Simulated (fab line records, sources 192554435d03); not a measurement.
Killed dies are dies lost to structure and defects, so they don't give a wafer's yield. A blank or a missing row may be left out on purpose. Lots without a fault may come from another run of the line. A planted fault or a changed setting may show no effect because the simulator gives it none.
Split-lot experiment ; flow n5 finfet ; route with 1938 steps; 7 lots, 21 wafers read

== ON THE SPLIT ==
At N5_BEOL_M7_VIA_ETCH_34 (etches SiCOH lowk in C4F6/O2, target depth 125.5 nm, time 50.5 s), the setting source w was moved away from the recipe's 345 W on 6 of the 21 wafers read, by -14.6% to +7.2%. For the rest of the wafers, this setting stayed at what the recipe calls for.

The split's own step is where the reading is taken.

== THE READING ==
rf vpp V, in V, at N5_BEOL_M7_VIA_ETCH_34 (etches SiCOH lowk in C4F6/O2, target depth 125.5 nm, time 50.5 s). Typical for fault-free wafers on this fab line: 669 V, with standard deviation 6.5 V.

wafer;tool, chamber at the split;source w as run, W;against the recipe;rf vpp V, V;against lot-mates on the recipe
L076.1;rie diel-05, 3;369.7;+7.2%;645;-23
L076.4;rie diel-05, 0;369.7;+7.2%;647;-21
L076.5;rie diel-05, 2;345;recipe;668;-
L079.3;rie diel-05, 0;294.6;-14.6%;726;+58
L079.4;rie diel-05, 2;345;recipe;668;-
L079.6;rie diel-05, 2;294.6;-14.6%;724;+56
L080.4;rie diel-05, 0;345;recipe;670;-
L080.5;rie diel-05, 0;345;recipe;671;-
L080.6;rie diel-05, 3;345;recipe;671;-
L084.1;rie diel-05, 0;345;recipe;669;-
L084.4;rie diel-05, 3;345;recipe;669;-
L084.5;rie diel-05, 3;345;recipe;671;-
L090.1;rie diel-05, 2;345;recipe;668;-
L090.2;rie diel-05, 1;345;recipe;656;-
L090.4;rie diel-05, 0;345;recipe;670;-
L095.1;rie diel-05, 2;345;recipe;667;-
L095.2;rie diel-05, 1;345;recipe;653;-
L095.4;rie diel-05, 0;345;recipe;670;-
L097.1;rie diel-02, 1;345;recipe;667;-
L097.5;rie diel-02, 0;301.8;-12.5%;718;+51
L097.6;rie diel-02, 3;301.8;-12.5%;716;+49

FIT RESULTS
A straight line over all 21 wafers: rf vpp V changes by -3.8 V for each +1% of source w; r = -0.98; the points scatter about the line by 5 V.
The same after taking each lot's own level away (the mean of its wafers on the recipe; 21 wafers): -3.79 V for each +1%; r = -0.98; scatter 4.2 V.
Per that fit: largest source w move, reading shift of 55 V.
Measured against the standard deviation above, the lots' own levels, which go from 663.3 to 670.7 V, span 1.1 times it.
The two slopes are in agreement: the lot-to-lot level therefore moves the slope only a little.
Check: with one of the wafers moved furthest among these (-14.6%) left out of the fit, the line predicts +55.7 V for it against its lot-mates. It came out at +58 V against them.
Tool readings at the split's step, against how far the setting was moved: rf vpp V r = -0.98.

== THESE WAFERS: OTHER SPLITS ==
Note: prior to the reading, these wafers also went through further splits. Each is held against what the fit with the lots' levels taken away leaves over:
other split on the same wafers;wafers away from the commonest value;r with rf vpp V (lot level and that fit taken away)
N5_BEOL_M4_COAT_67 spin rpm;4;+0.13
N5_BEOL_M5_COAT_71 spin rpm;8;+0.25
N5_BEOL_M5_ETCH_72 bias w;12;+0.07
N5_BEOL_M7_ILD_DEP_00 time s;10;-0.47

== THE WHOLE CHAIN: every reading that the file lists as answering this split, in the file's order ==
step;what it does;reading;change (the file's fit);r (the file's)
N5_BEOL_M7_VIA_ETCH_34;etches SiCOH lowk in C4F6/O2, target depth 125.5 nm, time 50.5 s;rf vpp V;-3.82 V for each +1% of the setting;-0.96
N5_BEOL_M7_VIA_ETCH_34;etches SiCOH lowk in C4F6/O2, target depth 125.5 nm, time 50.5 s;etch.depth nm (the simulator's own value, which no gauge read);+0.507 nm for each +1% of the setting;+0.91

== FILE'S OWN FIT ==
rf vpp V changes by -3.82 V for each +1% of source w, r = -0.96.
